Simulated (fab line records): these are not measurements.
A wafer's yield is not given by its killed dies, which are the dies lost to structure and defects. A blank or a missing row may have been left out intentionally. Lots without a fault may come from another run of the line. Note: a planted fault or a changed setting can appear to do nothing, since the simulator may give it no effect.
Code-filled problem report in 8D (eight disciplines) form || flow n5Finfet || the parts of the form that need people (team, actions taken, sign-off) are left out

1. PROBLEM STATEMENT
Mean of cdNm at N5_PASSIVATION_CD_MEAS_10: 2979.1 nm across 6 wafers in 2 lots; on wafers with no fault it is 2999.9 nm (standard deviation 1.7). That is -12 standard deviations from the usual mean.
The step: target cd 3000 nm.
Earliest sighting: wafer L213.1 on cdSem-01 at day 13 05:41. Wafers with a number at this step in the record: 33, from 11 lots. The rule behind "out" and "out of limits": a value lying over 4 standard deviations away from the usual mean. Any other wafer with a number is counted as sound.

2. WHAT IT IS, AND WHAT IT ISN'T
{"question": "which readings at this step", "is": "cdNm", "is not": "-"}
{"question": "which lots", "is": "L213, L218", "is not": "L209, L212, L214, L224, L225, L226, L227, L228, L229"}
{"question": "which wafers of those lots", "is": "all that have a number", "is not": "-"}
{"question": "read on which gauges", "is": "cdSem-01, cdSem-03", "is not": "cdSem-02"}
{"question": "when", "is": "from day 13 05:41", "is not": "up to then (6 sound wafers); but 21 sound wafers of L214, L224, L225, L226, L227, L228, L229 came after"}

3. SUSPECTS, AND WHAT RULES EACH OUT
Counting: any tool at a process step up to the reading is kept as a suspect provided that every lot that is out went through it and no sound lot did after the first of them.
- ruled out: the gauge at N5_PASSIVATION_CD_MEAS_10. Those wafers that are out were read across 2 gauges (cdSem-01, cdSem-03).
- aldHk-02 at N5_MIM_TOP_ALD_02 (deposits Al2O3, purge time 3 s, co reactant pulse time 3 s): ruled out as a lasting fault. Sound lots L226, L224, L228, L229 ran on it after its first lot that is out, L213 (day 13 03:40). Because N5_MIM_TOP_ALD_02 lacks a start for some lots, the hours and order of its lots are taken from N5_MIM_TOP_ETCH_STRIP_01.
- rieDiel-01 at N5_MIM_TOP_ETCH_STRIP_01 (strips in O2): ruled out as a lasting fault. Sound lots L224, L229 ran on it after its first lot that is out, L213 (day 13 03:40).
- lithoTrack-02 at N5_PASSIVATION_PEB_08: ruled out as a lasting fault. Sound lots L229 ran on it after its first lot that is out, L213 (day 13 05:34).
Left after counting: nothing in the record.

4. THE CAUSE (what the simulator had put in)
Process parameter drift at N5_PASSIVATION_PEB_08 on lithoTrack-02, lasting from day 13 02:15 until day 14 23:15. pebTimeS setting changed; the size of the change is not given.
Counting ruled it out, wrongly: the rule takes a fault to strike every lot that its tool runs from its start on, and this one did not.

5. THE EFFECT CHAIN, in route order
Each row: a reading where the mean over the struck wafers with a number is more than 3 standard deviations away from the usual. Only readings whose record carries a usual standard deviation are examined. hours: median over the lots of the time between each lot's start at the first step of this table that gives one and its start at this step. sigmas: the change, counted in usual standard deviations.
{"hours": 0, "step": "N5_PASSIVATION_CD_MEAS_10", "reading": "cdNm", "usual": "2999.9 nm", "on struck wafers": 2979.1, "change": -20.8, "sigmas": -12}
Later steps that measure or inspect, where all struck wafers having a row at the step show a number for every such reading and not one has moved that far: N5_PASSIVATION_OVL_MEAS_60.

6. WHAT WOULD HAVE CAUGHT IT SOONER
3 hours passed between the start of the fault at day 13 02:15 and the first reading out of limits at a measuring or inspecting step in this record, taken at day 13 05:41.
